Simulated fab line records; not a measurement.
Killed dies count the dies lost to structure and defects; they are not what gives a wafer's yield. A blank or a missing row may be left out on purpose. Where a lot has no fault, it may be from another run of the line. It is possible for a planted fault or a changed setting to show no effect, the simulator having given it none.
fab line records -- flow n5_finfet -- part 2 of 2: steps 4 to 6 of 6
record lots=21, wafers=63, last_day=18
route steps=1938 shown BEOL_M10@1506 BEOL_M11@1540
lots with no fault: from the same line, run without faults
start_h: the number of hours between the record's first day and the start of the first shown wafer of the lot -- wait_h: hours since the lot's step before -- " identical to the entry in the row above -- L1.1+2: one row covering several wafers at once -- - no value, or no start given -- * or withheld: withheld -- < > ~ a bound
route shown NAME@n: a module of which the file shows steps, and the number in the route of the first -- usual: mean and standard deviation over wafers with no fault -- same: alike in all rows -- chamber/n: place in a boat -- sites: the reading at each site -- _std_site: standard deviation across them -- _edge_site: mean of outer sites minus mean of inner sites -- radius_mm: how far each site lies from the wafer's centre -- mask NAME#n: copy n -- behind: the last tool/chamber to shape the wafer -- hold: why the lot was held/for how many hours/how that ended -- device: which transistor (n, p or np) failed to switch -- end of line: the route-end tests of the same wafers -- a step given without rows: its recipe and nothing more -- killed: dies lost to structure and defects at the first sort, not the wafer's yield -- map: dies across one wafer; x = killed, . = not, _ = none there
set.NAME: the setting as run; set.NAME@STEP: as run at that earlier step -- model.NAME: the simulator's own value behind a step, which no gauge read
steps of the route over a sample of lots; a table a step, a row a wafer
services: the hour from which a tool's chamber was out of use, counted from the record's first day as start_h (under 0 if before that day), plus the number of hours and why
## steps
# step N5_BEOL_M11_DESCUM_16
# recipe chemistry=O2, time_s=7.9, source_power_w=50, bias_power_w=20, pressure_mtorr=20, rf_frequency_hz=2.712e+07, temp_c=40, resist=CAR-ArF, o2_flow_sccm=225
# usual drypump_motor_current_A=5.9/0.57, oes_product_au=0.77/0.1, rf_vpp_V=243.2/1.3, showerhead_plenum_p_Torr=2.10/0.069, throttle_valve_pct=20.27/0.3
lot.wafer,tool,chamber,start_h,wait_h,drypump_motor_current_A,oes_product_au,rf_hours_counter_h,rf_vpp_V,showerhead_plenum_p_Torr,throttle_valve_pct
L076.2,rie_diel-02,1,229.50,0.4,5.0,0.68,240,244.3,2.14,20.19
L076.3,rie_diel-02,0,229.50,0.4,6.4,0.93,23,243.8,2.15,20.10
L076.4,rie_diel-02,2,229.50,0.4,6.3,0.73,200,242.0,2.02,20.66
L075.3,rie_diel-02,1,233.80,0.2,5.0,0.68,241,244.2,2.14,20.20
L075.4,rie_diel-02,0,233.80,0.2,6.4,0.93,24,243.2,2.15,20.10
L075.5,rie_diel-02,1,233.80,0.2,5.1,0.68,-,245.3,2.14,20.18
L074.4,rie_diel-06,2,233.81,0.2,6.2,0.86,47,241.7,2.02,20.31
L074.5,rie_diel-06,1,233.81,0.2,5.4,0.82,-,242.8,2.10,19.84
L074.6,rie_diel-06,2,233.81,0.2,6.1,0.86,-,242.9,2.02,20.31
L077.3,rie_diel-02,0,244.48,0.0,6.4,0.92,27,242.9,2.15,20.09
L077.4,rie_diel-02,3,244.48,0.0,6.5,0.69,208,243.5,2.03,20.18
L077.5,rie_diel-02,2,244.48,0.0,6.3,0.73,-,241.4,2.02,20.67
L080.1,rie_diel-04,0,256.02,0.1,5.3,0.73,177,244.5,2.15,20.35
L080.2,rie_diel-04,2,256.02,0.1,4.8,0.70,225,243.9,2.16,20.43
L080.5,rie_diel-04,1,256.02,0.1,6.3,0.69,-,243.7,2.14,19.99
L079.1,rie_diel-06,1,257.60,0.2,5.4,0.81,82,244.4,2.10,19.85
L079.3,rie_diel-06,3,257.60,0.2,5.2,0.70,191,240.7,2.00,20.55
L079.4,rie_diel-06,2,257.60,0.2,6.2,0.85,53,242.8,2.01,20.33
L081.2,rie_diel-04,2,263.99,0.0,4.9,0.69,227,244.6,2.16,20.44
L081.3,rie_diel-04,3,263.99,0.0,5.9,1.01,0,245.9,2.24,20.09
L081.6,rie_diel-04,2,263.99,0.0,4.9,0.70,-,244.3,2.16,20.44
L084.3,rie_diel-02,2,285.73,0.0,6.3,0.71,217,241.9,2.02,20.68
L084.4,rie_diel-02,0,285.73,0.0,6.4,0.91,-,243.0,2.15,20.12
L084.6,rie_diel-02,3,285.73,0.0,6.5,0.69,-,241.9,2.03,20.19
L083.3,rie_diel-02,0,286.36,0.0,6.4,0.90,39,243.4,2.15,20.13
L083.5,rie_diel-02,3,286.36,0.0,6.5,0.69,-,243.9,2.03,20.21
L083.6,rie_diel-02,2,286.36,0.0,6.3,0.72,-,240.6,2.02,20.67
L082.1,rie_diel-06,3,286.87,0.0,5.2,0.69,199,241.7,2.00,20.56
L082.4,rie_diel-06,2,286.87,0.0,6.2,0.84,61,242.5,2.01,20.34
L082.5,rie_diel-06,3,286.87,0.0,5.2,0.70,-,240.3,2.00,20.55
L085.1,rie_diel-02,0,294.70,0.0,6.4,0.89,42,243.8,2.15,20.13
L085.3,rie_diel-02,3,294.70,0.0,6.4,0.68,224,241.5,2.03,20.21
L085.5,rie_diel-02,1,294.70,0.0,5.1,0.98,-,245.2,2.14,19.70
L086.1,rie_diel-02,3,314.82,0.3,6.4,0.68,230,242.7,2.03,20.22
L086.2,rie_diel-02,1,314.82,0.3,5.1,0.95,7,242.9,2.14,19.69
L086.6,rie_diel-02,1,314.82,0.3,5.1,0.95,-,244.5,2.14,19.69
L087.1,rie_diel-02,1,322.79,0.1,5.1,0.93,10,244.6,2.13,19.71
L087.5,rie_diel-02,3,322.79,0.1,6.4,0.68,-,242.4,2.03,20.23
L087.6,rie_diel-02,2,322.79,0.1,6.3,0.71,-,242.6,2.02,20.70
L088.1,rie_diel-04,1,341.80,0.2,6.2,0.67,247,244.3,2.13,20.04
L088.2,rie_diel-04,3,341.80,0.2,5.9,0.93,21,244.9,2.23,20.11
L088.5,rie_diel-04,3,341.80,0.2,5.9,0.92,-,244.5,2.23,20.10
L090.1,rie_diel-04,3,349.27,0.0,5.9,0.93,24,245.4,2.23,20.10
L090.4,rie_diel-04,1,349.27,0.0,6.3,0.66,-,243.4,2.13,20.04
L090.5,rie_diel-04,0,349.27,0.0,5.3,0.70,-,244.5,2.14,20.40
L093.1,rie_diel-06,1,349.35,0.1,5.4,0.79,108,244.1,2.09,19.88
L093.2,rie_diel-06,3,349.35,0.1,5.2,0.69,215,242.5,2.00,20.59
L093.6,rie_diel-06,2,349.35,0.1,6.2,0.82,-,240.9,2.01,20.35
L091.2,rie_diel-02,0,351.14,0.0,6.4,0.86,59,242.9,2.14,20.18
L091.3,rie_diel-02,3,351.14,0.0,6.4,0.67,241,240.5,2.02,20.24
L091.5,rie_diel-02,3,351.14,0.0,6.4,0.67,-,242.7,2.02,20.23
L092.1,rie_diel-04,3,352.47,0.3,5.9,0.93,25,244.6,2.23,20.11
L092.4,rie_diel-04,1,352.47,0.3,6.3,0.67,-,244.5,2.13,20.06
L092.6,rie_diel-04,0,352.47,0.3,5.3,0.71,-,245.6,2.14,20.42
L094.3,rie_diel-02,1,360.44,0.0,5.1,0.90,21,243.6,2.13,19.71
L094.4,rie_diel-02,3,360.44,0.0,6.5,0.66,244,242.7,2.02,20.25
L094.6,rie_diel-02,3,360.44,0.0,6.4,0.66,-,242.9,2.02,20.25
L095.1,rie_diel-02,0,363.00,0.1,6.4,0.86,64,243.3,2.14,20.17
L095.5,rie_diel-02,3,363.00,0.1,6.4,0.67,-,242.7,2.02,20.26
L095.6,rie_diel-02,0,363.00,0.1,6.4,0.86,-,244.0,2.14,20.16
L097.3,rie_diel-06,1,379.87,0.0,5.4,0.79,118,242.4,2.08,19.91
L097.4,rie_diel-06,0,379.87,0.0,5.9,0.70,246,243.6,2.17,20.87
L097.6,rie_diel-06,2,379.87,0.0,6.2,0.81,-,244.0,2.00,20.38
# step N5_BEOL_M11_STRIP_67
# recipe chemistry=CF4, resist=SiARC, power_w=300, bias_power_w=75, pressure_mtorr=50, cf4_flow_sccm=150, rf_frequency_hz=6e+07
# usual drypump_motor_current_A=5.9/0.57, oes_product_au=0.77/0.092, rf_vpp_V=271.3/1.6, showerhead_plenum_p_Torr=1.81/0.07, throttle_valve_pct=13.55/0.21
lot.wafer,tool,chamber,start_h,wait_h,drypump_motor_current_A,oes_product_au,rf_hours_counter_h,rf_vpp_V,showerhead_plenum_p_Torr,throttle_valve_pct
L076.2,rie_diel-02,1,229.73,0.0,5.0,0.69,240,271.6,1.87,13.63
L076.3,rie_diel-02,0,229.73,0.0,6.4,0.92,23,272.7,1.85,13.33
L076.4,rie_diel-02,2,229.73,0.0,6.3,0.72,200,269.9,1.70,13.60
L075.3,rie_diel-02,1,234.03,0.0,5.0,0.69,241,271.9,1.87,13.63
L075.4,rie_diel-02,0,234.03,0.0,6.4,0.92,24,271.4,1.85,13.33
L075.5,rie_diel-02,1,234.03,0.0,5.1,0.69,-,272.1,1.87,13.67
L074.4,rie_diel-06,2,234.04,0.0,6.2,0.87,47,268.6,1.74,13.57
L074.5,rie_diel-06,1,234.04,0.0,5.4,0.80,-,271.9,1.80,13.22
L074.6,rie_diel-06,2,234.04,0.0,6.2,0.86,-,269.3,1.74,13.57
L077.3,rie_diel-02,0,244.72,0.0,6.4,0.91,27,272.9,1.85,13.33
L077.4,rie_diel-02,3,244.72,0.0,6.5,0.71,208,272.9,1.78,13.72
L077.5,rie_diel-02,2,244.72,0.0,6.3,0.72,-,268.8,1.70,13.60
L080.1,rie_diel-04,0,256.25,0.0,5.3,0.73,177,272.4,1.84,13.65
L080.2,rie_diel-04,2,256.25,0.0,4.9,0.72,225,271.9,1.87,13.81
L080.5,rie_diel-04,1,256.25,0.0,6.2,0.71,-,272.4,1.87,13.58
L079.1,rie_diel-06,1,257.83,0.0,5.4,0.80,82,271.0,1.80,13.22
L079.3,rie_diel-06,3,257.83,0.0,5.2,0.71,191,271.1,1.71,13.59
L079.4,rie_diel-06,2,257.83,0.0,6.2,0.86,53,270.6,1.74,13.57
L081.2,rie_diel-04,2,264.22,0.0,4.9,0.72,228,272.6,1.87,13.80
L081.3,rie_diel-04,3,264.22,0.0,5.9,0.99,0,271.9,1.93,13.34
L081.6,rie_diel-04,2,264.22,0.0,4.9,0.72,-,271.1,1.87,13.81
L084.3,rie_diel-02,2,285.96,0.0,6.3,0.71,217,269.0,1.70,13.63
L084.4,rie_diel-02,0,285.96,0.0,6.4,0.88,-,271.7,1.85,13.37
L084.6,rie_diel-02,3,285.96,0.0,6.5,0.70,-,270.9,1.77,13.72
L083.3,rie_diel-02,0,286.59,0.0,6.4,0.89,39,273.2,1.85,13.35
L083.5,rie_diel-02,3,286.59,0.0,6.4,0.70,-,270.1,1.77,13.75
L083.6,rie_diel-02,2,286.59,0.0,6.3,0.71,-,268.6,1.70,13.62
L082.1,rie_diel-06,3,287.10,0.0,5.2,0.70,199,269.0,1.71,13.61
L082.4,rie_diel-06,2,287.10,0.0,6.2,0.84,61,270.1,1.74,13.61
L082.5,rie_diel-06,3,287.10,0.0,5.2,0.70,-,268.1,1.71,13.60
L085.1,rie_diel-02,0,294.93,0.0,6.4,0.88,42,273.1,1.85,13.37
L085.3,rie_diel-02,3,294.93,0.0,6.5,0.70,224,269.5,1.77,13.74
L085.5,rie_diel-02,1,294.93,0.0,5.1,0.97,-,272.7,1.87,13.10
L086.1,rie_diel-02,3,315.06,0.0,6.5,0.69,230,270.6,1.77,13.77
L086.2,rie_diel-02,1,315.06,0.0,5.1,0.95,7,272.1,1.86,13.11
L086.6,rie_diel-02,1,315.06,0.0,5.1,0.94,-,272.6,1.86,13.10
L087.1,rie_diel-02,1,323.02,0.0,5.1,0.94,10,273.0,1.86,13.10
L087.5,rie_diel-02,3,323.02,0.0,6.4,0.69,-,270.8,1.77,13.76
L087.6,rie_diel-02,2,323.02,0.0,6.4,0.70,-,268.1,1.69,13.64
L088.1,rie_diel-04,1,342.03,0.0,6.3,0.69,247,271.3,1.86,13.63
L088.2,rie_diel-04,3,342.03,0.0,5.9,0.91,21,273.7,1.93,13.39
L088.5,rie_diel-04,3,342.03,0.0,5.9,0.92,-,273.7,1.93,13.41
L090.1,rie_diel-04,3,349.50,0.0,5.9,0.91,24,273.1,1.93,13.40
L090.4,rie_diel-04,1,349.50,0.0,6.3,0.69,-,273.3,1.86,13.64
L090.5,rie_diel-04,0,349.50,0.0,5.3,0.72,-,273.0,1.83,13.70
L093.1,rie_diel-06,1,349.58,0.0,5.4,0.78,108,271.7,1.79,13.30
L093.2,rie_diel-06,3,349.58,0.0,5.2,0.70,215,268.0,1.70,13.65
L093.6,rie_diel-06,2,349.58,0.0,6.2,0.82,-,268.1,1.73,13.63
L091.2,rie_diel-02,0,351.37,0.0,6.4,0.85,60,271.3,1.84,13.40
L091.3,rie_diel-02,3,351.37,0.0,6.4,0.69,241,270.8,1.77,13.77
L091.5,rie_diel-02,3,351.37,0.0,6.4,0.68,-,271.6,1.77,13.77
L092.1,rie_diel-04,3,352.70,0.0,5.9,0.91,25,273.6,1.93,13.40
L092.4,rie_diel-04,1,352.70,0.0,6.2,0.69,-,274.6,1.86,13.64
L092.6,rie_diel-04,0,352.70,0.0,5.3,0.72,-,272.5,1.83,13.72
L094.3,rie_diel-02,1,360.67,0.0,5.1,0.91,21,273.2,1.86,13.11
L094.4,rie_diel-02,3,360.67,0.0,6.4,0.69,244,269.2,1.77,13.80
L094.6,rie_diel-02,3,360.67,0.0,6.4,0.68,-,269.9,1.77,13.78
L095.1,rie_diel-02,0,363.23,0.0,6.4,0.86,64,271.4,1.84,13.40
L095.5,rie_diel-02,3,363.23,0.0,6.4,0.68,-,271.0,1.77,13.79
L095.6,rie_diel-02,0,363.23,0.0,6.4,0.86,-,272.2,1.84,13.42
L097.3,rie_diel-06,1,380.11,0.0,5.4,0.77,118,271.3,1.79,13.31
L097.4,rie_diel-06,0,380.11,0.0,5.9,0.69,246,270.9,1.84,13.97
L097.6,rie_diel-06,2,380.11,0.0,6.2,0.81,-,269.7,1.73,13.67
# step N5_BEOL_M11_CD_MEAS_18
# recipe pitch_nm=140, target_cd_nm=70
# usual cd_nm=69.8/0.91
lot.wafer,tool,chamber,start_h,wait_h,cd_nm
L076.2,cd_sem-02,-,229.97,0.1,70.2
L076.3,cd_sem-02,-,229.97,0.1,71.0
L076.4,cd_sem-02,-,229.97,0.1,71.0
L075.3,cd_sem-01,-,234.26,0.1,68.7
L075.4,cd_sem-01,-,234.26,0.1,69.1
L075.5,cd_sem-01,-,234.26,0.1,68.4
L074.4,cd_sem-02,-,234.35,0.1,70.8
L074.5,cd_sem-02,-,234.35,0.1,71.5
L074.6,cd_sem-02,-,234.35,0.1,71.1
L077.3,cd_sem-03,-,244.94,0.1,69.3
L077.4,cd_sem-03,-,244.94,0.1,70.2
L077.5,cd_sem-03,-,244.94,0.1,69.8
L080.1,cd_sem-03,-,256.47,0.0,69.1
L080.2,cd_sem-03,-,256.47,0.0,69.1
L080.5,cd_sem-03,-,256.47,0.0,70.3
L079.1,cd_sem-02,-,258.18,0.0,70.6
L079.3,cd_sem-02,-,258.18,0.0,71.7
L079.4,cd_sem-02,-,258.18,0.0,70.6
L081.2,cd_sem-03,-,264.52,0.1,68.8
L081.3,cd_sem-03,-,264.52,0.1,69.5
L081.6,cd_sem-03,-,264.52,0.1,69.0
L084.3,cd_sem-02,-,286.19,0.1,70.1
L084.4,cd_sem-02,-,286.19,0.1,69.6
L084.6,cd_sem-02,-,286.19,0.1,68.3
L083.3,cd_sem-01,-,286.82,0.1,71.8
L083.5,cd_sem-01,-,286.82,0.1,69.3
L083.6,cd_sem-01,-,286.82,0.1,70.9
L082.1,cd_sem-02,-,287.32,0.0,71.4
L082.4,cd_sem-02,-,287.32,0.0,70.9
L082.5,cd_sem-02,-,287.32,0.0,71.8
L085.1,cd_sem-02,-,295.15,0.0,69.0
L085.3,cd_sem-02,-,295.15,0.0,69.1
L085.5,cd_sem-02,-,295.15,0.0,68.9
L086.1,cd_sem-01,-,315.29,0.0,68.3
L086.2,cd_sem-01,-,315.29,0.0,69.2
L086.6,cd_sem-01,-,315.29,0.0,70.0
L087.1,cd_sem-03,-,323.24,0.0,70.0
L087.5,cd_sem-03,-,323.24,0.0,68.9
L087.6,cd_sem-03,-,323.24,0.0,70.2
L088.1,cd_sem-02,-,342.26,0.0,67.8
L088.2,cd_sem-02,-,342.26,0.0,68.0
L088.5,cd_sem-02,-,342.26,0.0,68.3
L090.1,cd_sem-03,-,349.72,0.0,70.1
L090.4,cd_sem-03,-,349.72,0.0,70.8
L090.5,cd_sem-03,-,349.72,0.0,70.1
L093.1,cd_sem-01,-,349.81,0.0,69.4
L093.2,cd_sem-01,-,349.81,0.0,69.4
L093.6,cd_sem-01,-,349.81,0.0,69.2
L091.2,cd_sem-02,-,351.76,0.1,70.9
L091.3,cd_sem-02,-,351.76,0.1,70.4
L091.5,cd_sem-02,-,351.76,0.1,69.3
L092.1,cd_sem-03,-,353.20,0.0,70.4
L092.4,cd_sem-03,-,353.20,0.0,70.3
L092.6,cd_sem-03,-,353.20,0.0,70.2
L094.3,cd_sem-03,-,360.95,0.1,69.9
L094.4,cd_sem-03,-,360.95,0.1,69.9
L094.6,cd_sem-03,-,360.95,0.1,69.0
L095.1,cd_sem-01,-,363.59,0.0,71.3
L095.5,cd_sem-01,-,363.59,0.0,70.8
L095.6,cd_sem-01,-,363.59,0.0,71.1
L097.3,cd_sem-03,-,380.52,0.1,70.3
L097.4,cd_sem-03,-,380.52,0.1,69.2
L097.6,cd_sem-03,-,380.52,0.1,69.3
## services
tool,chamber,start_h,hours,kind
rie_diel-02,1,222.31,5.3,repair
rie_diel-05,3,226.98,4.9,repair
rie_diel-01,2,234.02,5.6,repair
pvd_sputter-01,-,234.69,2.1,repair
rie_diel-05,2,241.81,11.7,repair
pvd_sputter-01,-,256.70,7.0,repair
rie_diel-02,1,267.30,-,clean
rie_diel-02,1,267.30,-,consumable_replace:esc
rie_diel-02,1,267.30,-,consumable_replace:focus_ring
rie_diel-02,1,267.30,22.7,scheduled_down
rie_diel-02,1,267.30,22.7,vent_cycle
rie_diel-05,1,284.48,2.8,repair
rie_diel-01,0,288.98,-,clean
rie_diel-01,0,288.98,-,consumable_replace:focus_ring
rie_diel-01,0,288.98,18.9,scheduled_down
rie_diel-01,0,288.98,18.9,vent_cycle
rie_diel-01,1,330.90,18.3,repair
rie_diel-05,1,334.52,2.8,repair
pvd_sputter-01,-,340.25,1.8,repair
rie_diel-03,2,357.16,20.5,repair
rie_diel-02,3,379.85,-,clean
rie_diel-02,3,379.85,-,consumable_replace:focus_ring
rie_diel-02,3,379.85,18.0,scheduled_down
rie_diel-02,3,379.85,18.0,vent_cycle
